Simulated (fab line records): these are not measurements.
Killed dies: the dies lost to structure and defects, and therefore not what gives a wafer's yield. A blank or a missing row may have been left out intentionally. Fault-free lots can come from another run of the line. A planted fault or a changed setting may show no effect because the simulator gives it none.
Which tool was responsible? | flow n5Finfet | 33 wafers from 11 lots sampled at 3 of the route's 1938 steps

== WHAT EACH GAUGE READ, for each wafer ==
N5_PMOS_HMC_CHANNEL_EPI_INSPECT_30: inspects for defects (darkfield).
lot  | measured    | on               | rawDefectCount
L075 | day 2 04:40 | defectInspect-02 | 30 27 25
L077 | day 2 13:50 | defectInspect-02 | 10 20 21
L079 | day 3 01:47 | defectInspect-01 | 14 16 12
L081 | day 3 14:19 | defectInspect-01 | 28 18 14
L083 | day 4 03:16 | defectInspect-01 | 13 24 9
L086 | day 4 20:26 | defectInspect-02 | 14 20 19
L088 | day 5 08:02 | defectInspect-02 | 11 11 27
L090 | day 5 20:14 | defectInspect-02 | 24 20 35
L092 | day 6 08:25 | defectInspect-01 | 11 25 18
L094 | day 6 19:55 | defectInspect-02 | 17 21 35
L096 | day 7 08:14 | defectInspect-02 | 17 17 13

== WHAT TOOL EACH LOT RAN ON (gives the tool, then ch and the chambers of the sampled wafers, and finally the start) ==
lot  | N5_ZERO_LAYER_ETCH_18          | N5_WELL_APT_DESCUM_30
L075 | rieSi-04 ch 0,1,2, day 1 20:22 | rieDiel-01 ch 0,1,3, day 1 22:28
L077 | rieSi-04 ch 1,2,3, day 2 06:47 | rieDiel-04 ch 0,1, day 2 08:59
L079 | rieSi-02 ch 1,2, day 2 18:50   | rieDiel-04 ch 0,3, day 2 20:49
L081 | rieSi-04 ch 0,2, day 3 06:48   | rieDiel-01 ch 1,3, day 3 09:11
L083 | rieSi-01 ch 1,3, day 3 19:45   | rieDiel-01 ch 0,1,2, day 3 22:21
L086 | rieSi-01 ch 2,3, day 4 13:01   | rieDiel-01 ch 0,3, day 4 15:21
L088 | rieSi-01 ch 0,1,3, day 5 00:49 | rieDiel-01 ch 0,2,3, day 5 02:52
L090 | rieSi-04 ch 0,3, day 5 13:00   | rieDiel-01 ch 0,1,2, day 5 15:19
L092 | rieSi-02 ch 0,2, day 6 01:05   | rieDiel-06 ch 0,1,2, day 6 03:19
L094 | rieSi-02 ch 0,2, day 6 13:00   | rieDiel-06 ch 0,1, day 6 15:00
L096 | rieSi-01 ch 0,1,3, day 7 00:57 | rieDiel-04 ch 0,2,3, day 7 03:12
- N5_ZERO_LAYER_ETCH_18: etches Si in HBr/Cl2, target depth 120 nm, time 40 s.
- N5_WELL_APT_DESCUM_30: chemistry O2, time 7.9 s.

== THE ANSWER, worked out from the rows above alone ==
Rule: what is usual is taken from the lots themselves. The widest of any qualifying gaps counts: lots, ordered by their means at a reading, are off when they make up no more than a third of the lots, leave a main group of 4 or more, and stand apart from it by 3 or more times the standard deviation of that group's means. The tables above print the reading to a certain number of digits; a main group whose means all agree to those digits is not used. Also off: a lot with no number at a reading for which 4 or more lots have one. The other lots that the step has rows for count as sound.
Nothing can be told from this: no lot is off at any reading shown.

== WHAT THE SIMULATOR HAD PUT IN ==
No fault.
